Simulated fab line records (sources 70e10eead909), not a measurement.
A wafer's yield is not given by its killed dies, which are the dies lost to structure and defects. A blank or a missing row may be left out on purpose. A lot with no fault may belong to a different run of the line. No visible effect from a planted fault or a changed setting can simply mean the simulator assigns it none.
Comparing a struck lot with a sound one	flow nandHarc	17 steps out of a route of 1302
Sound: these wafers, L430.3, L430.4, L430.6. Wafers struck: L439.1, L439.3, L439.5. Last of all comes the cause.
Order at every step that has rows: each side's tool, ch and its chambers, its first start. Under that, the readings that differ: sound wafers	struck wafers	difference of the means	sigmas: that difference in standard deviations of wafers without a fault.
alike: words and numbers the same on both sides, and readings whose means are apart by under 2 such deviations; not compared: readings that were withheld, readings missing a value for some wafer, numbers with overlapping values and no deviation given by the record, and bounds like >300 which may hide the same value.
Wherever a step has rows on one side only, a row that says differs or no value, or a row with sigmas, the two part there. Numbers that don't overlap but have no deviation are shown without sigmas and don't part them. A reading that every wafer of one side lacks parts them only if that side has two wafers or more.

NHARC_P_GATE_CD_MEAS_46: target cd 720 nm.
  sound on cdSem-01 ch 0, day 5 13:44; struck on cdSem-03 ch 0, day 9 12:44
  alike: cdNm
then, 1 step without rows for these wafers: NHARC_P_GATE_HARDBAKE_47 (time 80 s).
NHARC_P_GATE_DESCUM_48: chemistry O2, time 3 s.
  sound on rieDiel-02 ch 0,1,2, day 5 13:55; struck on rieDiel-02 ch 1,2,3, day 9 12:55
  alike: chamberPressureMTorr, drypumpMotorCurrentA, oesProductAu, rfVppV, showerheadPlenumPTorr, throttleValvePct
  not compared: rfHoursCounterH
following that, these wafers have no rows for 1 step: NHARC_P_GATE_IMPLANT_49.
NHARC_P_GATE_STRIP_111: strips in N2/H2, time 250 s.
  sound on plasmaAsher-02 ch 0,1, day 5 14:21; struck on plasmaAsher-02 ch 0,1, day 9 13:19
  alike: drypumpMotorCurrentA, heaterPowerW
  not compared: rfHoursCounterH
NHARC_P_GATE_STRIP_75: strips in O2.
  sound on plasmaAsher-02 ch 0,1, day 5 14:35; struck on plasmaAsher-02 ch 0,1, day 9 13:35
  alike: drypumpMotorCurrentA, heaterPowerW
  not compared: rfHoursCounterH
then, 6 steps without rows for these wafers: NHARC_P_GATE_STRIP_50 (strips in SPM, time 900 s); NHARC_P_GATE_DEHYDRATE_51 (time 120 s); NHARC_P_GATE_HMDS_52 (time 30 s); NHARC_P_GATE_COAT_53; NHARC_P_GATE_SOFTBAKE_54 (time 95 s); NHARC_P_GATE_EBR_55.
NHARC_P_GATE_EXPOSE_56: exposes mask P PSD, target cd 720 nm.
  sound on krfScanner-02 ch 0, day 5 15:20; struck on krfScanner-01 ch 0, day 9 14:21
reading	sound	struck	difference	sigmas
mask	P_PSD#0 P_PSD#0 P_PSD#0	P_NSD#0 P_NSD#0 P_NSD#0	differs	
then, 2 steps without rows for these wafers: NHARC_P_GATE_PEB_57 (peb time 85 s); NHARC_P_GATE_DEVELOP_58 (time 70 s).
NHARC_P_GATE_CD_MEAS_59: target cd 720 nm.
  sound on cdSem-03 ch 0, day 5 15:29; struck on cdSem-02 ch 0, day 9 14:31
reading	sound	struck	difference	sigmas
cdNm (nm)	720.9 719.4 719.7	- - -	no value on the struck wafers	
then, 1 step without rows for these wafers: NHARC_P_GATE_HARDBAKE_60 (time 80 s).

== WHERE THEY PART ==
First at NHARC_P_GATE_EXPOSE_56; last, within this record, at NHARC_P_GATE_CD_MEAS_59.

WHY: the cause the simulator had injected
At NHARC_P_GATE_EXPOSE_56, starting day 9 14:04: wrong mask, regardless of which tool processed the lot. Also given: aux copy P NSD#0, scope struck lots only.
